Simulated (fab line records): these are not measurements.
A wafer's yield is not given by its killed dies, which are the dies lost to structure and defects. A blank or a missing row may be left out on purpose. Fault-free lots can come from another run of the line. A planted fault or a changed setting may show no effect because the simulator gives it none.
fab line records    flow n5Finfet
record: lots: 10  wafers: 30  lastDay: 18
route steps=1938 shown WELL_APT@32 PMOS_HMC_CHANNEL_EPI@57 BEOL_M4@1111 PASSIVATION@1936
lots with no fault: from the same line, run without faults
startH: the number of hours between the record's first day and the start of the first shown wafer of the lot    waitH: how many hours have passed since the lot's step before this one    " the same as in the row above    L1.1+2: a row that stands for several wafers    - no value, or no start was given    * or withheld: withheld    < > ~ a bound
route shown NAME@n: a module of which the file shows steps, and the number in the route of the first    usual: average and standard deviation across the fault-free wafers    same: alike in all rows    chamber/n: place in a boat    sites: per-site readings    _std_site: how widely they spread, as a standard deviation    _edge_site: mean of outer sites minus mean of inner sites    radiusMm: for every site, how far away it sits from the centre of the wafer    mask NAME#n: copy n    behind: the most recent tool/chamber to have shaped the wafer    hold: why the lot was held/for how many hours/how that ended    device: which transistor (n, p or np) failed to switch    end of line: tests of these same wafers at the route's end    a step without rows: its recipe alone    killed: at the first sort, the dies lost to defects and structure; wafer yield is something else    map: a wafer's dies, marking killed ones x, the rest . and places with no die _
set.NAME: the run value of the setting; set.NAME@STEP: its run value at that earlier step    model.NAME: the simulator's own value behind a step, which no gauge read
one table for each step of the route and one row for each wafer, over a sample of lots
services: the hour from which a tool's chamber was out of use, counted from the record's first day as startH (under 0 if before that day), plus the number of hours and why
== steps ==
step: N5_WELL_APT_IMPLANT_14
recipe: species: P  energyKev: 160  doseCm2: 1.5e+13  tiltDeg: 0  rotationDeg: 0
usual: faradayCurrentUA: 190/3.8
lot.wafer  tool          chamber  startH  waitH  faradayCurrentUA
L908.3     implanter-02  0        26.01   0.1    190
L908.4     "             0        "       "      188
L908.6     "             0        "       "      191
L909.1     implanter-02  0        31.91   0.1    189
L909.2     "             0        "       "      193
L909.6     "             0        "       "      185
L912.2     implanter-02  0        50.12   0.1    201
L912.3     "             0        "       "      193
L912.5     "             0        "       "      184
L913.2     implanter-02  0        55.90   0.1    186
L913.3     "             0        "       "      184
L913.6     "             0        "       "      190
L914.1     implanter-01  0        61.84   0.1    195
L914.4     "             0        "       "      190
L914.5     "             0        "       "      190
L917.1     implanter-02  0        79.74   0.1    194
L917.4     "             0        "       "      188
L917.5     "             0        "       "      200
L918.3     implanter-01  0        86.21   0.1    187
L918.5     "             0        "       "      189
L918.6     "             0        "       "      190
L918.3     implanter-01  0        86.59   0.3    189
L918.5     "             0        "       "      196
L918.6     "             0        "       "      199
L920.2     implanter-01  0        98.06   0.1    193
L920.3     "             0        "       "      194
L920.4     "             0        "       "      191
L920.2     implanter-01  0        98.44   0.3    184
L920.3     "             0        "       "      189
L920.4     "             0        "       "      195
L927.2     implanter-01  0        140.31  0.1    196
L927.3     "             0        "       "      187
L927.6     "             0        "       "      192
L928.3     implanter-02  0        146.34  0.1    179
L928.4     "             0        "       "      188
L928.5     "             0        "       "      189
step: N5_WELL_APT_INSPECT_27
recipe: mode: adi  inspectInstrument: macro
usual: rawDefectCount: 2.0/1.3
lot.wafer  tool              chamber  startH  waitH  rawDefectCount
L908.3     defectInspect-02  -        27.06   0.0    2
L908.4     "                 -        "       "      3
L908.6     "                 -        "       "      2
L909.1     defectInspect-02  -        32.90   0.0    3
L909.2     "                 -        "       "      2
L909.6     "                 -        "       "      2
L912.2     defectInspect-01  -        51.08   0.0    5
L912.3     "                 -        "       "      1
L912.5     "                 -        "       "      2
L913.2     defectInspect-02  -        56.87   0.0    2
L913.3     "                 -        "       "      2
L913.6     "                 -        "       "      1
L914.1     defectInspect-01  -        62.82   0.0    2
L914.4     "                 -        "       "      2
L914.5     "                 -        "       "      2
L917.1     defectInspect-02  -        80.85   0.0    3
L917.4     "                 -        "       "      1
L917.5     "                 -        "       "      1
L918.3     defectInspect-01  -        87.57   0.0    1
L918.5     "                 -        "       "      1
L918.6     "                 -        "       "      4
L920.2     defectInspect-01  -        99.44   0.0    3
L920.3     "                 -        "       "      3
L920.4     "                 -        "       "      1
L927.2     defectInspect-01  -        141.39  0.0    2
L927.3     "                 -        "       "      1
L927.6     "                 -        "       "      4
L928.3     defectInspect-01  -        147.40  0.0    2
L928.4     "                 -        "       "      0
L928.5     "                 -        "       "      2
step: N5_WELL_APT_RTA_34
recipe: tempC: 1000  timeS: 10  ambient: N2  idleTempC: 600  rampUpCPerS: 150  rampDownCPerS: 60  coolToC: 600
usual: lampPowerPct: 13.01/0.055  wafer_temp_C_max: 1003.7/1.1
lot.wafer  tool          chamber  startH  waitH  lampPowerPct  wafer_temp_C_max
L908.3     rtpAnneal-01  0        28.13   0.3    13.06         1003.1
L908.4     "             0        "       "      12.95         1004.1
L908.6     "             0        "       "      12.96         1003.8
L909.1     rtpAnneal-01  0        33.92   0.2    12.94         1001.9
L909.2     "             0        "       "      12.89         1004.4
L909.6     "             0        "       "      13.04         1003.5
L912.2     rtpAnneal-01  0        53.54   1.7    13.10         1003.0
L912.3     "             0        "       "      12.96         1002.7
L912.5     "             0        "       "      13.04         1002.4
L913.2     rtpAnneal-01  0        57.88   0.0    12.93         1004.1
L913.3     "             0        "       "      12.94         1003.9
L913.6     "             0        "       "      13.02         1003.7
L914.1     rtpAnneal-01  0        63.63   0.0    12.99         1006.0
L914.4     "             0        "       "      13.06         1002.2
L914.5     "             0        "       "      13.04         1006.7
L917.1     rtpAnneal-01  0        81.92   0.0    13.03         1004.0
L917.4     "             0        "       "      12.94         1003.6
L917.5     "             0        "       "      12.96         1002.1
L918.3     rtpAnneal-02  0        89.71   0.3    12.95         1001.8
L918.5     "             0        "       "      13.07         1002.5
L918.6     "             0        "       "      13.01         1002.4
L920.2     rtpAnneal-01  0        100.65  0.0    12.94         1004.4
L920.3     "             0        "       "      12.96         1003.6
L920.4     "             0        "       "      12.98         1002.0
L927.2     rtpAnneal-01  0        142.21  0.0    12.96         1004.9
L927.3     "             0        "       "      13.02         1003.4
L927.6     "             0        "       "      13.03         1004.5
L928.3     rtpAnneal-02  0        148.24  0.1    13.05         1004.8
L928.4     "             0        "       "      12.94         1004.1
L928.5     "             0        "       "      13.11         1004.3
step: N5_PMOS_HMC_CHANNEL_EPI_HM_DEP_34
recipe: material: SiO2  targetThkA: 360  tempC: 400  precursor: TEOS/O2  pressureTorr: 6.5  rfW: 900  teosFlowSccm: 161.4  gas: O2  flowSccm: 2650  timeS: 6.9
usual: heaterPowerW: 521/92  showerheadPlenumPTorr: 8.34/0.034  susceptorTempC: 399.97/0.23  throttleValvePct: 18.8/1.4
lot.wafer  tool      chamber  startH  waitH  heaterPowerW  showerheadPlenumPTorr  susceptorTempC  throttleValvePct
L908.3     pecvd-04  1        29.47   0.0    468           8.30                   399.94          18.4
L908.4     "         2        "       "      535           8.40                   399.91          19.9
L908.6     "         0        "       "      381           8.35                   400.36          17.3
L909.1     pecvd-02  1        35.30   0.0    526           8.35                   400.03          20.7
L909.2     "         0        "       "      565           8.41                   400.29          19.7
L909.6     "         2        "       "      494           8.33                   400.00          17.0
L912.2     pecvd-04  2        54.63   0.0    528           8.37                   399.86          19.8
L912.3     "         0        "       "      357           8.35                   399.94          17.3
L912.5     "         1        "       "      414           8.27                   400.05          18.0
L913.2     pecvd-02  2        58.97   0.0    579           8.34                   399.63          17.0
L913.3     "         0        "       "      522           8.39                   400.17          19.4
L913.6     "         0        "       "      524           8.40                   400.18          19.8
L914.1     pecvd-03  1        64.55   0.0    668           8.38                   399.68          20.9
L914.4     "         1        "       "      682           8.36                   399.86          21.1
L914.5     "         0        "       "      456           8.35                   400.21          18.6
L917.1     pecvd-02  1        83.06   0.1    542           8.32                   400.37          20.4
L917.4     "         0        "       "      641           8.39                   399.91          19.5
L917.5     "         1        "       "      559           8.31                   400.31          20.2
L918.3     pecvd-04  1        90.67   0.0    432           8.29                   399.72          18.1
L918.5     "         2        "       "      569           8.38                   399.96          19.6
L918.6     "         0        "       "      424           8.36                   399.81          17.5
L920.2     pecvd-02  1        101.82  0.0    502           8.34                   400.19          20.5
L920.3     "         2        "       "      534           8.34                   400.30          17.3
L920.4     "         1        "       "      501           8.32                   399.83          20.4
L927.2     pecvd-04  1        143.57  0.0    476           8.28                   399.90          18.2
L927.3     "         0        "       "      442           8.35                   399.96          17.6
L927.6     "         2        "       "      586           8.39                   400.08          20.0
L928.3     pecvd-02  0        149.58  0.0    592           8.42                   399.79          19.5
L928.4     "         2        "       "      528           8.34                   400.05          17.3
L928.5     "         1        "       "      539           8.35                   399.80          20.6
step: N5_BEOL_M4_RC_MEAS_101
usual: DIBL_N: 37.0/1.7  DIBL_P: 36.7/2  IOFF_N: 0.17/0.035  IOFF_P: 0.22/0.035  ION_N: 672/12  ION_P: 461/7.5  SS_N: 71.6/0.67  SS_P: 73.4/0.64  VT_N: 250/3.5  VT_P: -250/3.5
lot.wafer  tool       chamber  startH  waitH  DIBL_N[mV/V]  DIBL_P[mV/V]  IOFF_N[nA/um]  IOFF_P[nA/um]  ION_N[uA/um]  ION_P[uA/um]  SS_N[mV/dec]  SS_P[mV/dec]  VT_N[mV]  VT_P[mV]
L908.3     prober-01  0        176.08  0.3    38.7          41.7          0.22           0.27           674           463           72.6          75.0          248       -248
L908.4     "          0        "       "      37.0          39.1          0.16           0.20           664           454           73.0          73.4          254       -251
L908.6     "          0        "       "      35.7          36.9          0.14           0.18           645           445           72.5          73.1          256       -253
L909.1     prober-02  0        187.31  0.0    37.0          36.5          0.17           0.25           665           462           71.7          73.2          249       -244
L909.2     "          0        "       "      37.2          36.3          0.19           0.25           675           467           72.0          73.1          245       -246
L909.6     "          0        "       "      36.3          36.4          0.18           0.25           685           473           71.3          73.8          244       -247
L912.2     prober-01  0        196.31  0.2    38.4          39.0          0.19           0.27           665           464           72.2          73.6          247       -248
L912.3     "          0        "       "      39.2          38.8          0.20           0.25           668           449           72.3          74.1          249       -249
L912.5     "          0        "       "      39.6          39.8          0.21           0.27           658           454           72.4          74.5          247       -250
L913.2     prober-01  0        213.50  0.2    36.4          35.2          0.15           0.18           681           461           71.3          72.5          251       -253
L913.3     "          0        "       "      38.4          37.3          0.18           0.22           685           458           72.1          72.7          248       -252
L913.6     "          0        "       "      38.2          37.7          0.18           0.23           691           469           72.2          73.2          249       -252
L914.1     prober-02  0        216.00  0.0    38.4          38.6          0.21           0.24           705           469           72.5          73.6          246       -246
L914.4     "          0        "       "      38.6          38.4          0.21           0.25           695           471           72.0          73.5          244       -246
L914.5     "          0        "       "      42.0          41.3          0.31           0.29           695           463           73.7          75.1          243       -246
L917.1     prober-01  0        237.41  0.0    36.9          36.1          0.18           0.26           687           471           71.7          72.8          245       -244
L917.4     "          0        "       "      35.7          34.7          0.16           0.23           680           470           70.2          73.1          247       -245
L917.5     "          0        "       "      39.5          39.5          0.24           0.33           693           475           72.4          73.8          243       -242
L918.3     prober-01  0        239.56  0.3    38.1          36.7          0.16           0.22           683           467           71.8          74.0          250       -252
L918.5     "          0        "       "      38.0          37.2          0.17           0.25           678           467           71.3          73.6          249       -245
L918.6     "          0        "       "      37.0          35.0          0.14           0.20           661           458           70.8          72.6          254       -253
L920.2     prober-02  0        247.66  0.2    34.9          35.6          0.14           0.21           669           461           70.5          73.5          251       -250
L920.3     "          0        "       "      34.1          33.8          0.11           0.17           648           449           70.7          73.0          256       -253
L920.4     "          0        "       "      34.5          35.1          0.13           0.20           661           462           70.4          73.3          252       -249
L927.2     prober-02  0        302.36  0.2    36.6          36.8          0.13           0.17           658           447           71.6          73.4          256       -257
L927.3     "          0        "       "      39.4          40.1          0.18           0.21           662           452           72.6          73.8          249       -251
L927.6     "          0        "       "      38.0          38.7          0.15           0.19           664           454           71.6          74.3          253       -254
L928.3     prober-02  0        322.71  0.3    35.5          34.4          0.15           0.20           675           467           72.0          73.6          250       -250
L928.4     "          0        "       "      36.0          35.2          0.16           0.22           678           466           71.8          73.5          246       -249
L928.5     "          0        "       "      35.8          34.2          0.14           0.20           664           461           71.2          73.1          251       -252
step: N5_PASSIVATION_PROBE_49
usual: defectLimitedYield: 91.1/1.3  killed_at_M0_to_M3: 35/11  killed_at_M4_up: 13/5.4  killedAtContacts: 14/6.5  killedAtFrontEnd: 41/11  killedAtOther: 4/3.1  killedDies: 106/15  killedOpen: 69/12  killedShort: 35/7  sort_bin_4_leakage: 0.01/0.078  sort_bin_5_function: 5.2/0.86  sort_bin_6_memory: 3.4/0.64  sortNPass: 1074/15  sortYieldPct: 91.0/1.3
same: grossDies: 1180  killedAtBackSide: 0  sort_bin_8_speed[%]: 0
lot.wafer  tool       chamber  startH  waitH  defectLimitedYield[%]  killed_at_M0_to_M3  killed_at_M4_up  killedAtContacts  killedAtFrontEnd  killedAtOther  killedDies  killedOpen  killedShort  sort_bin_4_leakage[%]  sort_bin_5_function[%]  sort_bin_6_memory[%]  sortNPass  sortYieldPct[%]
L909.1     prober-01  -        291.46  0.0    89.6                   24                  18               19                61                1              123         82          40           0                      6.8                     3.4                   1057       89.6
L909.2     prober-01  -        291.51  0.1    91.3                   39                  9                18                33                4              103         60          39           0                      4.8                     3.2                   1077       91.3
L909.6     prober-01  -        291.71  0.3    91.7                   28                  15               7                 40                8              98          63          31           0                      5.9                     2.1                   1082       91.7
L914.1     prober-02  -        314.45  0.0    92.9                   45                  9                8                 21                1              84          55          24           0                      3.7                     3.3                   1096       92.9
L914.4     prober-02  -        314.60  0.2    91.2                   53                  13               6                 30                2              104         72          29           0                      5.3                     3.3                   1076       91.2
L914.5     prober-02  -        314.65  0.2    92.8                   44                  6                5                 24                6              85          52          31           0.93                   4.4                     2.3                   1084       91.9
L920.2     prober-02  -        337.40  0.1    91.4                   43                  10               19                26                4              102         72          29           0                      5.0                     3.4                   1078       91.4
L927.2     prober-02  -        413.30  0.1    91.7                   49                  5                10                34                0              98          57          41           0                      4.9                     3.2                   1082       91.7
L927.3     prober-02  -        413.35  0.1    89.3                   57                  7                9                 49                4              126         80          45           0                      6.0                     4.5                   1054       89.3
L927.6     prober-02  -        413.50  0.3    91.3                   51                  13               18                15                6              103         61          42           0                      4.2                     4.2                   1077       91.3
killed by level:class
L909.1 FIN_SAQP:geometricParticle:open=21 FIN_SAQP:geometricParticle:short=16 BEOL_M4:geometricParticle:open=13 MOL_CONTACT_COAG:geometricParticle:open=12 STI_FIN_REVEAL:geometricParticle:open=8 MOL_CONTACT_COAG:geometricParticle:short=7 DUMMY_GATE:geometricParticle:open=5 BEOL_M3:geometricParticle:open=4
L909.2 MOL_CONTACT_COAG:geometricParticle:open=13 BEOL_M1:geometricParticle:open=13 BEOL_M0_SAQP:geometricParticle:short=8 MOL_CONTACT_COAG:geometricParticle:short=5 FIN_SAQP:geometricParticle:short=5 GATE_CUT:geometricParticle:short=5 BEOL_M0_SAQP:geometricParticle:open=5 BEOL_M4:geometricParticle:open=5
L909.6 BEOL_M0_SAQP:geometricParticle:open=11 BEOL_M4:geometricParticle:open=8 FIN_SAQP:geometricParticle:short=6 DUMMY_GATE:geometricParticle:open=6 MOL_CONTACT_COAG:geometricParticle:open=6 STI_FIN_REVEAL:geometricParticle:open=5 GATE_CUT:geometricParticle:short=5 FIN_SAQP:geometricParticle:open=4
L914.1 BEOL_M0_SAQP:geometricParticle:open=11 BEOL_M3:geometricParticle:open=9 MOL_CONTACT_COAG:geometricParticle:open=6 BEOL_M0_SAQP:geometricParticle:short=6 BEOL_M1:geometricParticle:open=6 STI_FIN_REVEAL:geometricParticle:open=5 FIN_SAQP:geometricParticle:short=4 DUMMY_GATE:geometricParticle:open=4
L914.4 BEOL_M3:geometricParticle:open=20 BEOL_M1:geometricParticle:open=10 FIN_SAQP:geometricParticle:open=6 FIN_SAQP:geometricParticle:short=6 GATE_CUT:geometricParticle:open=6 MOL_CONTACT_COAG:geometricParticle:open=6 BEOL_M0_SAQP:geometricParticle:open=6 BEOL_M0_SAQP:geometricParticle:short=5
L914.5 BEOL_M3:geometricParticle:open=13 BEOL_M0:geometricParticle:short=9 BEOL_M1:geometricParticle:open=7 GATE_CUT:geometricParticle:open=5 MOL_CONTACT_COAG:geometricParticle:open=5 BEOL_M0_SAQP:geometricParticle:open=4 STARTING-WAFER:geometricParticle:open=4 GATE_CUT:geometricParticle:short=3
L920.2 MOL_CONTACT_COAG:geometricParticle:open=15 BEOL_M2:geometricParticle:open=10 BEOL_M0_SAQP:geometricParticle:open=9 BEOL_M3:geometricParticle:open=7 BEOL_M3:geometricParticle:short=6 FIN_SAQP:geometricParticle:open=5 DUMMY_GATE:geometricParticle:open=5 STI_FIN_REVEAL:geometricParticle:open=4
L927.2 BEOL_M0_SAQP:geometricParticle:open=16 FIN_SAQP:geometricParticle:short=10 STI_FIN_REVEAL:geometricParticle:open=8 BEOL_M1:geometricParticle:open=8 MOL_CONTACT_COAG:geometricParticle:open=7 STI_FIN_REVEAL:geometricParticle:short=6 BEOL_M0_SAQP:geometricParticle:short=6 BEOL_M1:geometricParticle:short=5
L927.3 STI_FIN_REVEAL:geometricParticle:open=14 FIN_SAQP:geometricParticle:short=12 BEOL_M0_SAQP:geometricParticle:short=11 BEOL_M0_SAQP:geometricParticle:open=10 BEOL_M2:geometricParticle:open=10 FIN_SAQP:geometricParticle:open=9 BEOL_M1:geometricParticle:open=8 BEOL_M3:geometricParticle:open=7
L927.6 MOL_CONTACT_COAG:geometricParticle:open=16 BEOL_M0_SAQP:geometricParticle:short=12 BEOL_M0_SAQP:geometricParticle:open=8 BEOL_M1:geometricParticle:open=8 BEOL_M2:geometricParticle:open=8 BEOL_M3:geometricParticle:short=6 BEOL_M4:geometricParticle:open=6 FIN_SAQP:geometricParticle:short=4
== services ==
tool          chamber  startH  hours  kind
pecvd-04      -        9.24    5.3    repair
rtpAnneal-02  -        23.82   32.1   pm
pecvd-03      0        39.98   23.0   repair
implanter-01  -        53.50   4.0    pm
implanter-02  -        63.33   4.0    pm
pecvd-04      1        102.09  4.7    repair
pecvd-04      2        102.25  2.1    scheduledDown
pecvd-02      2        103.90  5.5    scheduledDown
pecvd-02      2        112.56  5.0    scheduledDown
pecvd-03      1        121.03  2.1    scheduledDown
implanter-02  -        139.76  3.7    repair
== key ==
firstSign: step: N5_WELL_APT_IMPLANT_14  reading: visit  direction: added
effect none on later readings
metAt N5_WELL_APT_IMPLANT_14
struckLots L918,L920
notActingAt N5_WELL_APT_INSPECT_27,N5_WELL_APT_RTA_34,N5_PMOS_HMC_CHANNEL_EPI_HM_DEP_34
fault: kind: repeatedStepWhole  tool: implanter-01,implanter-02  chamber: -  onsetH: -  steps: N5_WELL_APT_IMPLANT_14  times: 1  scope: struckLotsOnly
